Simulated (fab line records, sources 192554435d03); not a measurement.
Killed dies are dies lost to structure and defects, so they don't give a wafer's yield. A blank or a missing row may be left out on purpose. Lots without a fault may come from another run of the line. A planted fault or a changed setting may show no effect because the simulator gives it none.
Problem report in the 8D (eight disciplines) form, filled by code | flow n5_finfet | the parts of the form that need people (team, actions taken, sign-off) are left out

1. THE PROBLEM
rf_fwd_power_W at N5_HKMG_FIN_ETCH_86 reads a mean of 1048.1 W on 9 wafers of 3 lots; wafers without a fault read 843.7 W with a standard deviation of 2.8. That is +73 standard deviations from the usual mean.
The step: etches SOC in N2/H2, stops on TiN, target depth 393.2 nm.
First seen on wafer L268.2, day 7 00:17, on rie_diel-06. The record holds 29 wafers of 10 lots with a number at this step. Rule for "out", or "out of limits": more than 4 standard deviations from the usual mean. The other wafers with a number count as sound.

2. WHAT IT IS AND WHAT IT IS NOT
question                    | is                       | is not
which readings at this step | rf_fwd_power_W, rf_vpp_V | drypump_motor_current_A, oes_product_au, showerhead_plenum_p_Torr, throttle_valve_pct
which lots                  | L268, L271, L272         | L259, L260, L261, L262, L274, L275, L279
which wafers of those lots  | all that have a number   | -
read on which tools         | rie_diel-06              | rie_diel-02, rie_diel-04
when                        | from day 7 00:17         | up to then (11 sound wafers); but 9 sound wafers of L274, L275, L279 came after

3. SUSPECTS, AND WHAT RULES EACH OUT
Counting: a tool at a process step up to the reading stays a suspect if it ran every lot that is out and no sound lot after the first of them.
- rie_diel-06 at N5_HKMG_FIN_DESCUM_17 (chemistry O2, time 7.9 s): ruled out as a lasting fault. Sound lots L274, L279 ran on it after its first lot that is out, L268 (day 6 22:58).
- rie_diel-06 at N5_HKMG_FIN_ETCH_86 (etches SOC in N2/H2, stops on TiN, target depth 393.2 nm): kept. It ran every lot that is out, first L268 (day 7 00:17), and no sound lot after that; its last sound lot up to then is L262 (day 5 10:36). Its own readings are out on those wafers: rf_fwd_power_W, rf_vpp_V.
Left after counting: rie_diel-06 at N5_HKMG_FIN_ETCH_86.

4. THE CAUSE (what the simulator had put in)
Process parameter drift: rie_diel-06, from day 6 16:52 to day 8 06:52, at N5_HKMG_FIN_ETCH_86. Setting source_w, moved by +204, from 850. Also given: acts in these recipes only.
Counting left only this tool.

5. THE CHAIN OF EFFECTS, in route order
Each row: a reading whose mean over the struck wafers that have a number lies more than 3 standard deviations from the usual. Only readings for which the record gives a usual standard deviation are gone through. hours: the time from each lot's start at the first step in this table that gives one to its start at this step, as a median over the lots. sigmas: the change in usual standard deviations.
hours | step                    | reading              | usual   | on struck wafers | change | sigmas
0     | N5_HKMG_FIN_ETCH_86     | rf_fwd_power_W       | 843.7 W | 1048.1           | +204.4 | +73
0     | N5_HKMG_FIN_ETCH_86     | rf_vpp_V             | 240.9 V | 223.4            | -17.5  | -13
179   | N5_PASSIVATION_PROBE_49 | defect_limited_yield | 91.5 %  | 0.0              | -91.5  | -61
179   | N5_PASSIVATION_PROBE_49 | killed_at_front_end  | 41      | 1114             | +1073  | +98
179   | N5_PASSIVATION_PROBE_49 | killed_dies          | 100     | 1180             | +1080  | +64
179   | N5_PASSIVATION_PROBE_49 | killed_on_rim        | 13      | 152              | +139   | +32
179   | N5_PASSIVATION_PROBE_49 | sort_n_pass          | 1080    | 0                | -1080  | -64
179   | N5_PASSIVATION_PROBE_49 | sort_yield_pct       | 91.5 %  | 0.0              | -91.5  | -61
The process steps in it:
- N5_HKMG_FIN_ETCH_86: etches SOC in N2/H2, stops on TiN, target depth 393.2 nm.
- N5_PASSIVATION_PROBE_49

6. WHAT WOULD HAVE CAUGHT IT SOONER
In this record the first reading out of limits was taken at day 7 00:17, 7 hours after the fault began at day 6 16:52.
